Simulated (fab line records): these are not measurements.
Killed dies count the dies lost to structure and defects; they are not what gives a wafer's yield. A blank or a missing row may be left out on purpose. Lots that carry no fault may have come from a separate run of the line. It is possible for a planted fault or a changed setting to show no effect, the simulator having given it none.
Split-lot experiment / flow n5Finfet / 7 lots, 21 wafers read, on a route of 1938 steps

ABOUT THE SPLIT
At N5_SD_EPI_N_PEB_07 (peb time 60 s), the setting pebTimeS was moved away from the recipe's 60 s on 3 of the 21 wafers read, by -21.9% to -8.6%. For the rest of the wafers, this setting stayed at what the recipe calls for.

FROM THE SPLIT TO THE READING: what the file shows between them, 1 step
- N5_SD_EPI_N_DEVELOP_08: develop time 30 s

THE READING
cdNm, in nm, at N5_SD_EPI_N_CD_MEAS_09 (target cd 120 nm). Typical for fault-free wafers on this fab line: 119.5 nm, with standard deviation 1.1 nm.

wafer=L074.4; tool, chamber at the split=lithoTrack-02, 0; pebTimeS as run, s=60; against the recipe=recipe; cdNm, nm=119.5; against lot-mates on the recipe=-
wafer=L074.5; tool, chamber at the split=lithoTrack-02, 0; pebTimeS as run, s=60; against the recipe=recipe; cdNm, nm=118.4; against lot-mates on the recipe=-
wafer=L074.6; tool, chamber at the split=lithoTrack-02, 0; pebTimeS as run, s=46.88; against the recipe=-21.9%; cdNm, nm=109.4; against lot-mates on the recipe=-9.5
wafer=L080.1; tool, chamber at the split=lithoTrack-02, 0; pebTimeS as run, s=60; against the recipe=recipe; cdNm, nm=119.3; against lot-mates on the recipe=-
wafer=L080.3; tool, chamber at the split=lithoTrack-02, 0; pebTimeS as run, s=60; against the recipe=recipe; cdNm, nm=118.8; against lot-mates on the recipe=-
wafer=L080.4; tool, chamber at the split=lithoTrack-02, 0; pebTimeS as run, s=60; against the recipe=recipe; cdNm, nm=119.9; against lot-mates on the recipe=-
wafer=L082.1; tool, chamber at the split=lithoTrack-02, 0; pebTimeS as run, s=60; against the recipe=recipe; cdNm, nm=119.5; against lot-mates on the recipe=-
wafer=L082.4; tool, chamber at the split=lithoTrack-02, 0; pebTimeS as run, s=60; against the recipe=recipe; cdNm, nm=118.5; against lot-mates on the recipe=-
wafer=L082.5; tool, chamber at the split=lithoTrack-02, 0; pebTimeS as run, s=60; against the recipe=recipe; cdNm, nm=118.5; against lot-mates on the recipe=-
wafer=L088.1; tool, chamber at the split=lithoTrack-01, 0; pebTimeS as run, s=60; against the recipe=recipe; cdNm, nm=121.0; against lot-mates on the recipe=-
wafer=L088.3; tool, chamber at the split=lithoTrack-01, 0; pebTimeS as run, s=60; against the recipe=recipe; cdNm, nm=120.5; against lot-mates on the recipe=-
wafer=L088.5; tool, chamber at the split=lithoTrack-01, 0; pebTimeS as run, s=60; against the recipe=recipe; cdNm, nm=121.1; against lot-mates on the recipe=-
wafer=L090.2; tool, chamber at the split=lithoTrack-02, 0; pebTimeS as run, s=54.83; against the recipe=-8.6%; cdNm, nm=116.3; against lot-mates on the recipe=-2.7
wafer=L090.5; tool, chamber at the split=lithoTrack-02, 0; pebTimeS as run, s=60; against the recipe=recipe; cdNm, nm=118.8; against lot-mates on the recipe=-
wafer=L090.6; tool, chamber at the split=lithoTrack-02, 0; pebTimeS as run, s=60; against the recipe=recipe; cdNm, nm=119.2; against lot-mates on the recipe=-
wafer=L095.2; tool, chamber at the split=lithoTrack-04, 0; pebTimeS as run, s=60; against the recipe=recipe; cdNm, nm=119.0; against lot-mates on the recipe=-
wafer=L095.3; tool, chamber at the split=lithoTrack-04, 0; pebTimeS as run, s=60; against the recipe=recipe; cdNm, nm=118.6; against lot-mates on the recipe=-
wafer=L095.5; tool, chamber at the split=lithoTrack-04, 0; pebTimeS as run, s=49.15; against the recipe=-18.1%; cdNm, nm=111.0; against lot-mates on the recipe=-7.8
wafer=L096.2; tool, chamber at the split=lithoTrack-01, 0; pebTimeS as run, s=60; against the recipe=recipe; cdNm, nm=121.1; against lot-mates on the recipe=-
wafer=L096.5; tool, chamber at the split=lithoTrack-01, 0; pebTimeS as run, s=60; against the recipe=recipe; cdNm, nm=121.5; against lot-mates on the recipe=-
wafer=L096.6; tool, chamber at the split=lithoTrack-01, 0; pebTimeS as run, s=60; against the recipe=recipe; cdNm, nm=120.6; against lot-mates on the recipe=-

FIT RESULTS
A straight line over all 21 wafers: cdNm changes by +0.467 nm for each +1% of pebTimeS; r = +0.95; the points scatter about the line by 1 nm.
The same after taking each lot's own level away (the mean of its wafers on the recipe; 21 wafers): +0.426 nm for each +1%; r = +0.99; scatter 0.44 nm.
According to that fit, moving pebTimeS by its largest amount changes the reading by 9.3 nm.
Across the lots, their own levels run from 118.80 to 121.07 nm, a range of 2.1 times the standard deviation given above.
So the lot-to-lot level changes the slope little: the two slopes agree.
Check: -8.97 nm against its lot-mates is what the line predicts for one of the wafers moved furthest among these (-21.9%) when that wafer is left out of the fit. Against them it came out at -9.55 nm.

THESE WAFERS: OTHER SPLITS
Other splits were also applied to these wafers ahead of the reading. Each is held against what the fit with the lots' levels taken away leaves over:
other split on the same wafers=N5_ZERO_LAYER_EXPOSE_08 doseMj; wafers away from the commonest value=5; r with cdNm (lot level and that fit taken away)=+0.00
other split on the same wafers=N5_WELL_APT_COAT_02 spinRpm; wafers away from the commonest value=8; r with cdNm (lot level and that fit taken away)=+0.28
other split on the same wafers=N5_PMOS_HMC_CHANNEL_EPI_COAT_31 spinRpm; wafers away from the commonest value=7; r with cdNm (lot level and that fit taken away)=+0.16
other split on the same wafers=N5_PMOS_HMC_CHANNEL_EPI_PEB_07 pebTempC; wafers away from the commonest value=11; r with cdNm (lot level and that fit taken away)=-0.13

THE WHOLE CHAIN: every reading that the file lists as answering this split, in the file's order
step=N5_SD_EPI_N_CD_MEAS_09; what it does=target cd 120 nm; reading=cdNm; change (the file's fit)=+0.425 nm for each +1% of the setting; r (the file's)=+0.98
step=N5_SD_EPI_N_DESCUM_14; what it does=chemistry O2, time 7.9 s; reading=SD_EPI_N.cdNm (the simulator's own value, which no gauge read); change (the file's fit)=+0.424 nm for each +1% of the setting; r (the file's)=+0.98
step=N5_SD_EPI_N_ETCH_35; what it does=etches SOC in N2/H2, overetch 108 nm, time 486 s; reading=SD_EPI_N.cdNm (the simulator's own value, which no gauge read); change (the file's fit)=+0.412 nm for each +1% of the setting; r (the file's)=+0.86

THE FILE'S OWN FIT
cdNm changes by +0.425 nm for each +1% of pebTimeS, r = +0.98.
